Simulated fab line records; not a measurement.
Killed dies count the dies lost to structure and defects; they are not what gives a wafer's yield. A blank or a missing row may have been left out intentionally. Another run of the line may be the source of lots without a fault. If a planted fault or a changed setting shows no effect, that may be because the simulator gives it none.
What tool caused it? | flow n5Finfet | 11 lots, 31 wafers sampled, at 5 steps of a route of 1938

## WHAT THE GAUGES READ, wafer by wafer
N5_SD_EPI_N_CD_MEAS_09: target cd 120 nm.
lot  | measured    | on       | cdNm (nm)
L888 | day 3 08:12 | cdSem-01 | 120.1 120.1
L889 | day 3 10:55 | cdSem-01 | 119.4 120.2 119.7
L891 | day 3 20:20 | cdSem-01 | 118.4 120.5 119.9
L894 | day 4 13:22 | cdSem-03 | 120.7 119.8 118.9
L898 | day 5 11:55 | cdSem-03 | 118.9 119.3 119.3
L899 | day 5 19:47 | cdSem-02 | 120.0 119.2 119.5
L905 | day 7 09:13 | cdSem-02 | 120.6 110.0
L907 | day 7 21:29 | cdSem-02 | 118.8 120.0 111.1
L908 | day 8 00:50 | cdSem-02 | 120.2 121.4 120.3
L909 | day 8 06:11 | cdSem-03 | 119.4 118.8 119.7
L910 | day 8 12:25 | cdSem-03 | 120.0 118.2 119.8

## TOOL THAT RAN EACH LOT (tool first, then ch and the chambers of the sampled wafers, then the start)
lot  | N5_DUMMY_GATE_ETCH_36            | N5_DUMMY_GATE_TRIM_49          | N5_DUMMY_GATE_ETCH_23          | N5_SD_EPI_N_EXPOSE_06
L888 | rieDiel-03 ch 1,2, day 3 05:56   | rieSi-01 ch 3, day 3 06:04     | rieSi-03 ch 1,2, day 3 06:32   | arfiScanner-03 ch 0, day 3 08:05
L889 | rieDiel-04 ch 0,1, day 3 07:46   | rieSi-01 ch 0,1, day 3 07:53   | rieSi-06 ch 0,3, day 3 08:22   | arfiScanner-03 ch 0, day 3 10:48
L891 | rieDiel-01 ch 0,1,3, day 3 18:11 | rieSi-01 ch 1,2,3, day 3 18:19 | rieSi-03 ch 0,2,3, day 3 18:53 | arfiScanner-01 ch 0, day 3 20:13
L894 | rieDiel-03 ch 0,2, day 4 11:19   | rieSi-06 ch 0,1,3, day 4 11:26 | rieSi-06 ch 2,3, day 4 11:55   | arfiScanner-02 ch 0, day 4 13:15
L898 | rieDiel-01 ch 1,2,3, day 5 09:25 | rieSi-01 ch 0,3, day 5 09:32   | rieSi-03 ch 1,3, day 5 10:05   | arfiScanner-03 ch 0, day 5 11:47
L899 | rieDiel-04 ch 0,1, day 5 17:48   | rieSi-03 ch 0,1, day 5 17:55   | rieSi-06 ch 0,1,3, day 5 18:26 | arfiScanner-03 ch 0, day 5 19:40
L905 | rieDiel-01 ch 3, day 7 07:08     | rieSi-06 ch 3, day 7 07:16     | rieSi-01 ch 1,2, day 7 07:44   | arfiScanner-03 ch 0, day 7 09:05
L907 | rieDiel-01 ch 0,1, day 7 19:26   | rieSi-01 ch 1,2,3, day 7 19:33 | rieSi-06 ch 1,2,3, day 7 20:02 | arfiScanner-03 ch 0, day 7 21:22
L908 | rieDiel-03 ch 0,1,2, day 7 22:10 | rieSi-01 ch 0,3, day 7 22:17   | rieSi-03 ch 0,1,2, day 7 22:56 | arfiScanner-02 ch 0, day 8 00:43
L909 | rieDiel-01 ch 1,2,3, day 8 03:53 | rieSi-01 ch 1,2,3, day 8 04:01 | rieSi-03 ch 0,2,3, day 8 04:29 | arfiScanner-02 ch 0, day 8 06:04
L910 | rieDiel-03 ch 0,2, day 8 09:33   | rieSi-03 ch 1,2, day 8 09:40   | rieSi-01 ch 2,3, day 8 10:09   | arfiScanner-02 ch 0, day 8 12:17
- N5_DUMMY_GATE_ETCH_36: etches SiARC in CF4, target depth 13 nm.
- N5_DUMMY_GATE_TRIM_49: chemistry O2, time 29 s, target cd 14 nm.
- N5_DUMMY_GATE_ETCH_23: etches poly-Si in HBr/Cl2/O2, target depth 41 nm, time 22.3 s.
- N5_SD_EPI_N_EXPOSE_06: exposes mask SD N BLK, target cd 120 nm.

## THE ANSWER, worked out from the rows above alone
Rule: what is usual is taken from the lots themselves. Put in order of their means at a reading, lots are off if they are a third of the lots or fewer, leave a main group of 4 or more, and stand apart from it by a gap of 3 or more times the standard deviation of the main group's means; of several such gaps the widest counts. The tables above print the reading to a certain number of digits; a main group whose means all agree to those digits is not used. Also off: a lot with no number at a reading for which 4 or more lots have one. Any other lot the step has rows for is counted as sound.
Off: L905, L907 (N5_SD_EPI_N_CD_MEAS_09, cdNm). For the main group the mean is 119.7 nm and the standard deviation 0.43.
A tool fits if, at a process step before that reading, it ran every lot that is off, and no sound lot after the first of them. Those tools and the gauges at N5_SD_EPI_N_CD_MEAS_09 are tried in the same way. One candidate fits, namely arfiScanner-03 at N5_SD_EPI_N_EXPOSE_06. A fault onset in the window from L899 (day 5 19:40, its last sound lot) to L905 (day 7 09:05, its first lot off) fits.

## WHAT THE SIMULATOR PUT IN
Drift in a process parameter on arfiScanner-03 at N5_SD_EPI_N_EXPOSE_06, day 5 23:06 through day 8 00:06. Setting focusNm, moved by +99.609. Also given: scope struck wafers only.
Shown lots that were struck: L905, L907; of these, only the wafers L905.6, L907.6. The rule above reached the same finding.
